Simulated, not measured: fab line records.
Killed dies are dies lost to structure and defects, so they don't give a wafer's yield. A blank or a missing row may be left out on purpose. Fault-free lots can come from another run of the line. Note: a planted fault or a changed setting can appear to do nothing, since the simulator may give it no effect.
fab line records    flow n5-finfet
record: lots: 6  wafers: 18  last-day: 19
route steps=1938 shown BEOL_M13@1693 PASSIVATION@1936
lots untouched by any fault: they come from a run of this same line in which no faults occurred
start-h: start of the lot's first displayed wafer, in hours after the record's first day    wait-h: hours since the lot's step before    " as in the row above    L1.1+2: a row that stands for several wafers    - no value present, or no start provided    * or withheld: withheld    < > ~ a bound
route shown NAME@n: names a module that has steps shown in the file, with the first one's number in the route    usual: mean and standard deviation over wafers with no fault    same: alike in all rows    chamber/n: place in a boat    sites: readings site by site    _std_site: standard deviation of those values    _edge_site: the outer-site mean with the inner-site mean subtracted    radius-mm: how far each site lies from the wafer's centre    mask NAME#n: copy n    behind: tool/chamber where the wafer was last shaped    hold: why the lot was held/for how many hours/how that ended    device: which transistor (n, p or np) failed to switch    end of line: the same wafers' tests at the end of the route    for a step that has no rows: nothing shown but its recipe    killed: the dies lost at the first sort to structure and to defects; this is not the yield of the wafer    map: shows each die of a wafer: x if killed, . if not, _ if none is there
set.NAME: setting as actually run; set.NAME@STEP: the setting as run at that earlier step    model.NAME: the simulator's own value behind a step, which no gauge read
a table for each step, a row for each wafer; lots at some steps of the route
services: when a tool's chamber went out of use (start-h, in hours from the record's first day, below 0 if earlier), for how many hours, and the reason
== steps ==
step: N5_BEOL_M13_ETCH_67
recipe: chemistry: CF4  target: SiARC  target-depth-a: 1430  time-s: 238.3  ion-energy-ev: 80  pressure-mtorr: 40  source-w: 545  bias-w: 36  Ar_flow_sccm: 100  cf4-flow-sccm: 100  ends: cleared
usual: drypump-motor-current-A: 5.6/0.45  etch-rf-on-time-s: 241/6.9  oes-product-au: 0.69/0.082  rf-vpp-V: 184.4/1.1  showerhead-plenum-p-Torr: 2.18/0.069  throttle-valve-pct: 15.56/0.28
lot.wafer  tool         chamber  start-h  wait-h  drypump-motor-current-A  etch-rf-on-time-s  oes-product-au  rf-hours-counter-h  rf-vpp-V  showerhead-plenum-p-Torr  throttle-valve-pct
L248.1     rie-diel-02  0        253.77   0.0     6.0                      251                0.60            210                 184.3     2.13                      15.82
L248.3     "            3        "        "       5.4                      239                0.73            55                  186.7     2.26                      15.39
L248.6     "            0        "        "       6.0                      251                0.60            -                   184.2     2.13                      15.83
L258.2     rie-diel-04  0        309.65   0.0     5.3                      246                0.73            46                  185.1     2.25                      15.09
L258.4     "            2        "        "       4.9                      233                0.66            127                 183.0     2.15                      15.60
L258.5     "            0        "        "       5.3                      242                0.75            -                   185.0     2.25                      15.09
L259.3     rie-diel-04  2        314.39   0.0     4.9                      232                0.67            129                 185.5     2.15                      15.61
L259.4     "            1        "        "       6.2                      235                0.82            15                  185.5     2.30                      15.59
L259.5     "            3        "        "       5.0                      244                0.70            -                   185.0     2.17                      15.17
L267.2     rie-diel-05  1        361.88   0.0     5.5                      243                0.79            9                   183.3     2.09                      15.28
L267.3     "            0        "        "       6.4                      246                0.57            249                 184.9     2.19                      16.01
L267.6     "            3        "        "       5.3                      235                0.76            -                   183.7     2.09                      15.57
L269.2     rie-diel-02  0        386.14   0.0     6.0                      255                0.58            249                 183.7     2.12                      15.90
L269.5     "            1        "        "       5.9                      250                0.57            -                   183.8     2.20                      15.98
L269.6     "            0        "        "       6.0                      256                0.58            -                   183.4     2.12                      15.91
L270.1     rie-diel-02  3        415.06   0.0     5.4                      243                0.67            103                 184.7     2.24                      15.51
L270.2     "            2        "        "       5.6                      230                0.74            49                  183.6     2.10                      15.69
L270.6     "            2        "        "       5.7                      228                0.75            -                   185.3     2.10                      15.72
step: N5_BEOL_M13_ETCH_68
recipe: chemistry: N2/H2  target: SOC  mask-material: SiARC  source-w: 3000  bias-w: 350  temp-c: 40  time-s: 355  ion-energy-ev: 200  pressure-mtorr: 30  n2-flow-sccm: 200  h2-flow-sccm: 200
usual: drypump-motor-current-A: 5.6/0.45  oes-product-au: 0.81/0.093  rf-vpp-V: 525.1/2.2  showerhead-plenum-p-Torr: 2.59/0.08  throttle-valve-pct: 17.8/0.33
lot.wafer  tool         chamber  start-h  wait-h  drypump-motor-current-A  oes-product-au  rf-hours-counter-h  rf-vpp-V  showerhead-plenum-p-Torr  throttle-valve-pct
L248.1     rie-diel-02  0        253.92   0.1     6.0                      0.72            210                 522.9     2.51                      18.0
L248.3     "            3        "        "       5.4                      0.86            55                  526.7     2.71                      17.7
L248.6     "            0        "        "       6.0                      0.72            -                   521.9     2.51                      18.0
L258.2     rie-diel-04  0        309.80   0.1     5.3                      0.86            46                  527.0     2.67                      17.1
L258.4     "            2        "        "       4.9                      0.77            127                 525.0     2.56                      17.7
L258.5     "            0        "        "       5.3                      0.86            -                   526.7     2.67                      17.1
L259.3     rie-diel-04  2        314.53   0.1     4.9                      0.77            130                 524.2     2.56                      17.7
L259.4     "            1        "        "       6.2                      0.94            15                  528.6     2.72                      17.8
L259.5     "            3        "        "       5.0                      0.84            -                   523.5     2.57                      17.4
L267.2     rie-diel-05  1        362.02   0.1     5.5                      0.96            9                   522.0     2.52                      17.7
L267.3     "            0        "        "       6.5                      0.67            249                 526.0     2.59                      18.2
L267.6     "            3        "        "       5.3                      0.89            -                   521.5     2.51                      18.0
L269.2     rie-diel-02  0        386.29   0.1     6.0                      0.69            249                 521.6     2.50                      18.1
L269.5     "            1        "        "       5.9                      0.67            -                   525.8     2.63                      18.3
L269.6     "            0        "        "       6.0                      0.69            -                   523.5     2.50                      18.0
L270.1     rie-diel-02  3        415.21   0.1     5.4                      0.80            104                 528.4     2.69                      17.8
L270.2     "            2        "        "       5.7                      0.86            49                  523.6     2.48                      17.8
L270.6     "            2        "        "       5.7                      0.87            -                   523.3     2.48                      17.8
step: N5_BEOL_M13_STRIP_69
recipe: chemistry: N2/H2  temp-c: 40  n2-flow-sccm: 200  h2-flow-sccm: 200  rf-frequency-hz: 6e+07
step: N5_BEOL_M13_TRENCH_ETCH_34
recipe: chemistry: C4F8/O2/Ar  target: SiOC  target-depth-a: 4134.7  mask-material: SOC  pressure-mtorr: 30  source-w: 3000  bias-w: 700  Ar_flow_sccm: 400  C4F8_flow_sccm: 15  O2_flow_sccm: 8  he-inner-torr: 15  he-outer-torr: 30  time-s: 162.6  ion-energy-ev: 250
step: N5_BEOL_M13_STRIP_70
recipe: chemistry: C4F8/O2/Ar  resist: SiARC  rf-frequency-hz: 6e+07
step: N5_BEOL_M13_OCD_MEAS_35
usual: trench-depth-nm: 410/8.6
lot.wafer  tool    chamber  start-h  wait-h  trench-depth-nm
L248.1     ocd-02  -        254.32   0.0     407
L248.3     "       -        "        "       419
L248.6     "       -        "        "       407
L258.2     ocd-02  -        310.20   0.0     408
L258.4     "       -        "        "       420
L258.5     "       -        "        "       403
L259.3     ocd-01  -        314.93   0.0     417
L259.4     "       -        "        "       411
L259.5     "       -        "        "       422
L267.2     ocd-01  -        362.42   0.0     428
L267.3     "       -        "        "       401
L267.6     "       -        "        "       411
L269.2     ocd-02  -        386.69   0.0     402
L269.5     "       -        "        "       387
L269.6     "       -        "        "       400
L270.1     ocd-02  -        415.60   0.0     408
L270.2     "       -        "        "       420
L270.6     "       -        "        "       419
step: N5_BEOL_M13_STRIP_37
recipe: chemistry: N2/H2  power-w: 1000  temp-c: 250  h2-frac: 0.65  overash-fraction: 0.3  pressure-mtorr: withheld  n2-flow-sccm: 1750  h2-flow-sccm: 3250
step: N5_BEOL_M13_ETCH_38
recipe: chemistry: CF4/N2  target: SiCN  target-depth-a: 675  taper-deg: 2  time-s: 71.9  ion-energy-ev: 150  mask-material: SiO2  pressure-mtorr: 40  source-w: 430  bias-w: 70  Ar_flow_sccm: 100  cf4-flow-sccm: 60  n2-flow-sccm: 60
step: N5_BEOL_M13_PRECLEAN_39
recipe: chemistry: residue-remover  time-s: 60  temp-c: 40
step: N5_BEOL_M13_SRD_40
recipe: time-s: 30  temp-c: 23  rinse-liquid: diw  dry: n2-spin  spin-rpm: 1500  dry-time-s: 30
step: N5_BEOL_M13_DEGAS_41
recipe: ambient: vacuum  temp-c: 250  time-s: 60
usual: heater-power-w: 344/49
lot.wafer  tool            chamber  start-h  wait-h  heater-power-w
L248.1     pvd-sputter-01  -        256.32   0.4     345
L248.3     "               -        "        "       446
L248.6     "               -        "        "       345
L258.2     pvd-sputter-02  -        310.82   0.2     284
L258.4     "               -        "        "       403
L258.5     "               -        "        "       308
L259.3     pvd-sputter-02  -        315.54   0.1     311
L259.4     "               -        "        "       402
L259.5     "               -        "        "       406
L267.2     pvd-sputter-03  -        364.50   0.2     314
L267.3     "               -        "        "       354
L267.6     "               -        "        "       324
L269.2     pvd-sputter-01  -        387.24   0.3     311
L269.5     "               -        "        "       308
L269.6     "               -        "        "       448
L270.1     pvd-sputter-02  -        419.02   0.3     280
L270.2     "               -        "        "       413
L270.6     "               -        "        "       288
step: N5_BEOL_M13_PRE_CLEAN_42
recipe: gas: H2/He  time-s: 30  temp-c: 250
step: N5_BEOL_M13_SPUTTER_43
recipe: material: TaN  target-thk-a: 150  temp-c: 50  bias-v: 168.6  power-w: 15000  chamber-pressure-pa: 0.12  time-s: 24.19
usual: bias-v: 168.6/1.8  throttle-valve-pct: 30.0/0.75
lot.wafer  tool            chamber  start-h  wait-h  bias-v  throttle-valve-pct  model.TaN_of_BEOL_M13_SPUTTER_43.thk-nm
L248.1     pvd-sputter-01  -        256.40   0.0     169.9   29.6                14.6
L248.3     "               -        "        "       167.4   30.2                15.2
L248.6     "               -        "        "       168.3   29.5                14.8
L258.2     pvd-sputter-02  -        310.90   0.0     168.5   29.5                20
L258.4     "               -        "        "       167.2   30.8                20.2
L258.5     "               -        "        "       171.2   29.4                19.6
L259.3     pvd-sputter-02  -        315.62   0.0     171.5   30.0                19.4
L259.4     "               -        "        "       167.5   30.6                19.8
L259.5     "               -        "        "       169.7   30.8                20
L267.2     pvd-sputter-03  -        364.58   0.0     167.5   32.0                15.2
L267.3     "               -        "        "       170.5   30.7                15.2
L267.6     "               -        "        "       170.8   31.4                15.4
L269.2     pvd-sputter-01  -        387.32   0.0     169.1   28.3                15.2
L269.5     "               -        "        "       170.0   28.5                15.2
L269.6     "               -        "        "       168.3   30.2                15.2
L270.1     pvd-sputter-02  -        419.10   0.0     167.4   29.7                15.2
L270.2     "               -        "        "       169.1   30.8                15.2
L270.6     "               -        "        "       164.8   29.7                15.2
step: N5_BEOL_M13_SPUTTER_44
recipe: material: Ta  target-thk-a: 100  temp-c: 50  bias-v: 80  power-w: 15000  chamber-pressure-pa: 0.07  time-s: 16.13
usual: bias-v: 80.0/0.78  throttle-valve-pct: 30.0/0.76
lot.wafer  tool            chamber  start-h  wait-h  bias-v  throttle-valve-pct
L248.1     pvd-sputter-01  -        256.48   0.0     80.3    29.7
L248.3     "               -        "        "       79.9    30.2
L248.6     "               -        "        "       80.3    29.4
L258.2     pvd-sputter-02  -        310.98   0.0     79.4    29.7
L258.4     "               -        "        "       80.6    30.8
L258.5     "               -        "        "       79.9    29.5
L259.3     pvd-sputter-02  -        315.70   0.0     80.7    29.6
L259.4     "               -        "        "       79.5    30.6
L259.5     "               -        "        "       79.0    31.0
L267.2     pvd-sputter-03  -        364.66   0.0     81.0    32.3
L267.3     "               -        "        "       80.4    31.0
L267.6     "               -        "        "       80.9    31.2
L269.2     pvd-sputter-01  -        387.40   0.0     79.5    28.6
L269.5     "               -        "        "       79.5    28.7
L269.6     "               -        "        "       81.2    30.1
L270.1     pvd-sputter-02  -        419.18   0.0     79.9    29.7
L270.2     "               -        "        "       79.1    30.8
L270.6     "               -        "        "       80.6    29.6
step: N5_BEOL_M13_SPUTTER_45
recipe: material: Cu  target-thk-a: 800  temp-c: -20  bias-v: 60  power-w: 26000  chamber-pressure-pa: 0.13  time-s: 13.33
step: N5_BEOL_M13_ECD_47
recipe: material: Cu  target-thk-a: 9360
step: N5_BEOL_M13_ANNEAL_48
recipe: temp-c: 225  time-s: 90  ambient: N2
usual: wafer_temp_C_max: 226.1/0.4
lot.wafer  tool           chamber  start-h  wait-h  wafer_temp_C_max
L248.1     rtp-anneal-02  0        256.84   0.1     225.9
L248.3     "              0        "        "       227.7
L248.6     "              0        "        "       226.7
L258.2     rtp-anneal-01  0        311.56   0.3     225.5
L258.4     "              0        "        "       225.8
L258.5     "              0        "        "       225.6
L259.3     rtp-anneal-01  0        316.20   0.2     225.7
L259.4     "              0        "        "       225.7
L259.5     "              0        "        "       225.8
L267.2     rtp-anneal-01  0        365.07   0.2     225.6
L267.3     "              0        "        "       225.6
L267.6     "              0        "        "       225.6
L269.2     rtp-anneal-02  0        387.80   0.2     226.1
L269.5     "              0        "        "       226.0
L269.6     "              0        "        "       226.3
L270.1     rtp-anneal-01  0        419.54   0.1     225.8
L270.2     "              0        "        "       225.7
L270.6     "              0        "        "       225.6
step: N5_BEOL_M13_CMP_49
recipe: stop-on: SiOC  t-overpolish-s: 17.1  down-force-psi: 1  platen-rpm: 50  clearing-platen-down-force-psi: 1.5  clearing-platen-rpm: 50  post-cmp-clean: cu-alkaline  target-thk-nm: 420  clearing-platen-pad-velocity-m-s: 0.99484  pad-velocity-m-s: 0.99484
usual: barrier-field-endpoint-s: 30.5/0.77  motor-current-A: 6.1/0.6
lot.wafer  tool    chamber  start-h  wait-h  barrier-field-endpoint-s  motor-current-A
L248.1     cmp-02  3        257.14   0.3     30.5                      5.5
L248.3     "       2        "        "       30.8                      6.2
L248.6     "       0        "        "       28.5                      5.6
L258.2     cmp-04  0        311.81   0.2     36.8                      5.9
L258.4     "       2        "        "       37.2                      6.0
L258.5     "       1        "        "       36.3                      5.8
L259.4     cmp-04  3        316.49   0.2     35.3                      6.6
L259.3     "       0        "        "       35.3                      5.7
L259.5     "       2        "        "       36.2                      5.7
L267.2     cmp-04  3        365.33   0.2     30.3                      7.1
L267.3     "       2        "        "       30.9                      5.9
L267.6     "       0        "        "       30.7                      6.0
L269.2     cmp-02  2        388.10   0.2     31.4                      6.5
L269.5     "       1        "        "       30.9                      6.9
L269.6     "       2        "        "       31.5                      6.6
L270.2     cmp-03  0        419.87   0.2     29.3                      5.4
L270.1     "       2        "        "       30.5                      6.3
L270.6     "       0        "        "       29.5                      5.3
step: N5_BEOL_M13_THK_MEAS_50
recipe: thk-meas-gauge: xrf  reads: Cu_of_BEOL_M13_ECD_47
usual: M13_THK: 421/9.4
lot.wafer  tool           chamber  start-h  wait-h  M13_THK[nm]
L248.1     film-metro-02  -        257.44   -       424
L248.3     "              -        "        "       435
L248.6     "              -        "        "       423
L258.2     film-metro-02  -        312.11   -       412
L258.4     "              -        "        "       428
L258.5     "              -        "        "       411
L259.3     film-metro-02  -        316.71   -       423
L259.4     "              -        "        "       416
L259.5     "              -        "        "       426
L267.2     film-metro-02  -        365.63   -       441
L267.3     "              -        "        "       410
L267.6     "              -        "        "       422
L269.2     film-metro-01  -        388.35   -       414
L269.5     "              -        "        "       397
L269.6     "              -        "        "       414
L270.1     film-metro-02  -        420.13   -       417
L270.2     "              -        "        "       428
L270.6     "              -        "        "       428
step: N5_PASSIVATION_PROBE_49
usual: defect-limited-yield: 91.5/1.7  killed_at_M0_to_M3: 33/11  killed_at_M4_up: 13/5.2  killed-at-contacts: 11/5.7  killed-at-front-end: 39/11  killed-at-other: 4/3  killed-dies: 101/20  killed-open: 66/15  killed-short: 33/8.4  sort_bin_5_function: 5.0/1.1  sort_bin_6_memory: 3.2/0.69  sort-n-pass: 1078/20  sort-yield-pct: 91.4/1.7
same: gross-dies: 1180  killed-at-back-side: 0  sort_bin_4_leakage[%]: 0  sort_bin_8_speed[%]: 0
lot.wafer  tool       chamber  start-h  wait-h  defect-limited-yield[%]  killed_at_M0_to_M3  killed_at_M4_up  killed-at-contacts  killed-at-front-end  killed-at-other  killed-dies  killed-open  killed-short  sort_bin_5_function[%]  sort_bin_6_memory[%]  sort-n-pass  sort-yield-pct[%]
L248.1     prober-02  -        288.05   0.0     90.6                     29                  17               8                   57                   0                111          73           36            4.7                     4.5                   1069         90.6
L248.3     prober-02  -        288.15   0.1     91.7                     30                  18               9                   40                   1                98           66           31            4.8                     3.1                   1082         91.7
L248.6     prober-02  -        288.30   0.3     91.8                     34                  23               1                   39                   0                97           60           33            4.9                     3.2                   1083         91.8
L258.2     prober-01  -        337.37   0.1     92.9                     27                  14               14                  27                   2                84           67           17            4.2                     2.6                   1096         92.9
L258.4     prober-01  -        337.47   0.2     92.5                     30                  16               7                   34                   2                89           56           29            5.1                     2.3                   1091         92.5
L258.5     prober-01  -        337.52   0.2     93.6                     28                  17               7                   20                   3                75           49           24            4.0                     2.0                   1105         93.6
L259.3     prober-01  -        342.53   0.1     88.4                     39                  16               19                  58                   5                137          98           38            7.7                     3.4                   1043         88.4
L259.4     prober-01  -        342.58   0.2     91.0                     29                  18               7                   52                   0                106          77           28            5.7                     3.3                   1074         91.0
L259.5     prober-01  -        342.63   0.2     86.7                     42                  28               12                  72                   3                157          104          53            7.5                     5.3                   1023         86.7
L267.2     prober-01  -        396.38   0.1     90.9                     27                  13               19                  47                   1                107          77           27            5.3                     3.5                   1073         90.9
L267.3     prober-01  -        396.43   0.1     90.3                     30                  6                11                  68                   0                115          78           35            6.1                     3.1                   1065         90.3
L267.6     prober-01  -        396.58   0.3     89.2                     43                  16               12                  54                   2                127          82           42            6.8                     3.6                   1053         89.2
L269.2     prober-02  -        410.65   0.1     91.7                     25                  11               19                  40                   3                98           71           25            4.2                     3.9                   1082         91.7
L269.5     prober-02  -        410.80   0.2     93.2                     27                  13               16                  15                   9                80           60           19            3.6                     2.9                   1100         93.2
L269.6     prober-02  -        410.85   0.3     90.1                     30                  4                34                  45                   4                117          75           40            6.1                     3.4                   1063         90.1
L270.1     prober-02  -        447.81   0.0     91.9                     24                  15               11                  39                   6                95           56           34            4.7                     3.2                   1085         91.9
L270.2     prober-02  -        447.86   0.1     92.6                     30                  15               13                  27                   2                87           52           32            4.1                     3.2                   1093         92.6
L270.6     prober-02  -        448.06   0.3     91.9                     21                  16               3                   40                   15               95           61           32            4.5                     3.4                   1085         91.9
killed by level:class
L248.1 STI_FIN_REVEAL:geometric-particle:open=16 FIN_SAQP:geometric-particle:short=12 FIN_SAQP:geometric-particle:open=11 BEOL_M1:geometric-particle:open=7 MOL_CONTACT_COAG:geometric-particle:open=7 BEOL_M4:geometric-particle:open=5 STI_FIN_REVEAL:geometric-particle:short=5 BEOL_M0_SAQP:geometric-particle:short=5
L248.3 BEOL_M3:geometric-particle:open=9 BEOL_M1:geometric-particle:open=9 MOL_CONTACT_COAG:geometric-particle:open=8 FIN_SAQP:geometric-particle:short=7 FIN_SAQP:geometric-particle:open=7 GATE_CUT:geometric-particle:open=6 DUMMY_GATE:geometric-particle:open=5 STI_FIN_REVEAL:geometric-particle:open=4
L248.6 FIN_SAQP:geometric-particle:open=12 BEOL_M0_SAQP:geometric-particle:short=12 BEOL_M0_SAQP:geometric-particle:open=8 FIN_SAQP:geometric-particle:short=7 STI_FIN_REVEAL:geometric-particle:open=7 BEOL_M1:geometric-particle:open=6 BEOL_M4:geometric-particle:open=6 BEOL_M8:geometric-particle:open=4
L258.2 MOL_CONTACT_COAG:geometric-particle:open=14 FIN_SAQP:geometric-particle:open=11 BEOL_M0_SAQP:geometric-particle:open=7 BEOL_M2:geometric-particle:open=7 BEOL_M1:geometric-particle:open=5 BEOL_M4:geometric-particle:open=5 STARTING-WAFER:geometric-particle:open=4 BEOL_M0_SAQP:geometric-particle:short=3
L258.4 BEOL_M2:geometric-particle:open=9 BEOL_M0_SAQP:geometric-particle:short=8 FIN_SAQP:geometric-particle:open=6 STI_FIN_REVEAL:geometric-particle:open=5 BEOL_M0_SAQP:geometric-particle:open=5 MOL_CONTACT_COAG:geometric-particle:open=5 GATE_CUT:geometric-particle:short=4 GATE_CUT:geometric-particle:open=4
L258.5 BEOL_M0_SAQP:geometric-particle:open=6 BEOL_M2:geometric-particle:open=6 BEOL_M4:geometric-particle:open=6 BEOL_M3:geometric-particle:open=5 STI_FIN_REVEAL:geometric-particle:open=4 MOL_CONTACT_COAG:geometric-particle:open=4 BEOL_M0_SAQP:geometric-particle:short=4 MOL_CONTACT_COAG:geometric-particle:short=3
L259.3 STI_FIN_REVEAL:geometric-particle:open=31 MOL_CONTACT_COAG:geometric-particle:open=14 BEOL_M3:geometric-particle:open=12 BEOL_M2:geometric-particle:open=9 STI_FIN_REVEAL:geometric-particle:short=8 BEOL_M4:geometric-particle:open=8 FIN_SAQP:geometric-particle:short=6 BEOL_M3:geometric-particle:short=6
L259.4 STI_FIN_REVEAL:geometric-particle:open=19 BEOL_M3:geometric-particle:open=10 FIN_SAQP:geometric-particle:open=9 BEOL_M0_SAQP:geometric-particle:open=9 FIN_SAQP:geometric-particle:short=8 BEOL_M0_SAQP:geometric-particle:short=7 MOL_CONTACT_COAG:geometric-particle:open=5 BEOL_M4:geometric-particle:open=5
L259.5 STI_FIN_REVEAL:geometric-particle:open=29 BEOL_M4:geometric-particle:open=16 BEOL_M0_SAQP:geometric-particle:short=11 BEOL_M1:geometric-particle:open=11 GATE_CUT:geometric-particle:short=10 FIN_SAQP:geometric-particle:open=9 MOL_CONTACT_COAG:geometric-particle:open=9 FIN_SAQP:geometric-particle:short=8
L267.2 STI_FIN_REVEAL:geometric-particle:open=20 MOL_CONTACT_COAG:geometric-particle:open=15 BEOL_M0_SAQP:geometric-particle:open=9 FIN_SAQP:geometric-particle:open=8 BEOL_M0_SAQP:geometric-particle:short=7 STI_FIN_REVEAL:geometric-particle:short=5 BEOL_M2:geometric-particle:open=5 MOL_CONTACT_COAG:geometric-particle:short=4
L267.3 STI_FIN_REVEAL:geometric-particle:open=31 FIN_SAQP:geometric-particle:short=11 FIN_SAQP:geometric-particle:open=10 MOL_CONTACT_COAG:geometric-particle:open=9 BEOL_M2:geometric-particle:open=6 BEOL_M0_SAQP:geometric-particle:open=6 BEOL_M0_SAQP:geometric-particle:short=5 STI_FIN_REVEAL:geometric-particle:short=4
L267.6 FIN_SAQP:geometric-particle:open=15 FIN_SAQP:geometric-particle:short=14 BEOL_M0_SAQP:geometric-particle:open=13 MOL_CONTACT_COAG:geometric-particle:open=11 BEOL_M0_SAQP:geometric-particle:short=11 BEOL_M4:geometric-particle:open=9 BEOL_M1:geometric-particle:open=5 BEOL_M2:geometric-particle:open=5
L269.2 MOL_CONTACT_COAG:geometric-particle:open=16 STI_FIN_REVEAL:geometric-particle:open=12 BEOL_M2:geometric-particle:open=9 DUMMY_GATE:geometric-particle:open=7 ILD0:geometric-particle:open=5 BEOL_M4:geometric-particle:open=4 STARTING-WAFER:geometric-particle:open=4 MOL_CONTACT_COAG:geometric-particle:short=3
L269.5 MOL_CONTACT_COAG:geometric-particle:open=14 BEOL_M1:geometric-particle:open=8 BEOL_M0_SAQP:geometric-particle:open=7 STI_FIN_REVEAL:geometric-particle:open=5 BEOL_M2:geometric-particle:open=5 DUMMY_GATE:geometric-particle:open=3 BEOL_M0_SAQP:geometric-particle:short=3 BEOL_M4:geometric-particle:open=3
L269.6 MOL_CONTACT_COAG:geometric-particle:open=26 STI_FIN_REVEAL:geometric-particle:open=16 BEOL_M0_SAQP:geometric-particle:short=10 BEOL_M0_SAQP:geometric-particle:open=9 MOL_CONTACT_COAG:geometric-particle:short=8 DUMMY_GATE:geometric-particle:open=6 FIN_SAQP:geometric-particle:short=4 BEOL_M1:geometric-particle:open=4
L270.1 FIN_SAQP:geometric-particle:open=10 MOL_CONTACT_COAG:geometric-particle:open=10 FIN_SAQP:geometric-particle:short=9 STI_FIN_REVEAL:geometric-particle:open=7 BEOL_M3:geometric-particle:short=5 BEOL_M4:geometric-particle:open=5 BEOL_M2:geometric-particle:open=4 BEOL_M3:geometric-particle:open=4
L270.2 MOL_CONTACT_COAG:geometric-particle:open=10 FIN_SAQP:geometric-particle:open=6 STI_FIN_REVEAL:geometric-particle:open=6 BEOL_M0:geometric-particle:short=6 BEOL_M1:geometric-particle:short=6 BEOL_M3:geometric-particle:open=6 BEOL_M0:geometric-particle:open=5 BEOL_M4:geometric-particle:open=5
L270.6 FIN_SAQP:geometric-particle:open=11 STI_FIN_REVEAL:geometric-particle:open=8 GATE_CUT:geometric-particle:short=6 BEOL_M3:geometric-particle:open=6 BEOL_M4:geometric-particle:open=5 FIN_SAQP:geometric-particle:short=4 BEOL_M2:geometric-particle:open=4 PASS1_CAP:geometric-particle:open=4
== services ==
tool            chamber  start-h  hours  kind
rie-diel-05     -        229.87   0.2    repair
cmp-03          -        237.91   4.0    pm
cmp-02          -        258.41   2.0    repair
cmp-03          -        261.62   0.7    repair
cmp-02          -        262.26   0.8    repair
rie-diel-02     2        266.68   5.1    repair
cmp-03          -        272.80   6.5    pm
cmp-04          -        276.78   0.6    repair
cmp-03          -        286.88   18.2   pm
rtp-anneal-01   -        290.55   5.1    pm
cmp-04          -        296.31   1.8    repair
rie-diel-05     -        319.34   2.8    pm
rie-diel-04     0        324.21   1.2    repair
cmp-02          -        325.52   3.7    pm
rie-diel-02     -        330.92   3.4    repair
cmp-04          -        341.81   5.5    pm
pvd-sputter-01  -        354.49   2.5    repair
cmp-04          -        383.28   0.5    repair
rie-diel-02     0        391.11   -      clean
rie-diel-02     0        391.11   -      consumable-replace:focus-ring
cmp-04          -        404.16   0.8    repair
rie-diel-05     2        405.28   21.1   repair
cmp-02          -        416.83   6.1    pm
rie-diel-02     -        417.06   2.8    pm
== key ==
first-sign: step: N5_BEOL_M13_CMP_49  reading: barrier-field-endpoint-s  direction: up  sigmas: 7.4  usual: 30.5  struck: 36.2
effect none on later readings
model-effect: step: N5_BEOL_M13_SPUTTER_43  value: TaN_of_BEOL_M13_SPUTTER_43.thk-nm  without: 15.23  struck: 19.83
met-at N5_BEOL_M13_SPUTTER_43
struck-wafers L258.2,L258.4,L258.5,L259.3,L259.4,L259.5
also-fits N5_BEOL_M13_ETCH_67:rie-diel-04,N5_BEOL_M13_ETCH_68:rie-diel-04
fault: kind: process-parameter-drift  tool: pvd-sputter-02  chamber: -  onset-h: 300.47  steps: N5_BEOL_M13_SPUTTER_43  channel: time-s  offset: *  shape: step  end-h: 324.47  acts-in: *  stated: *
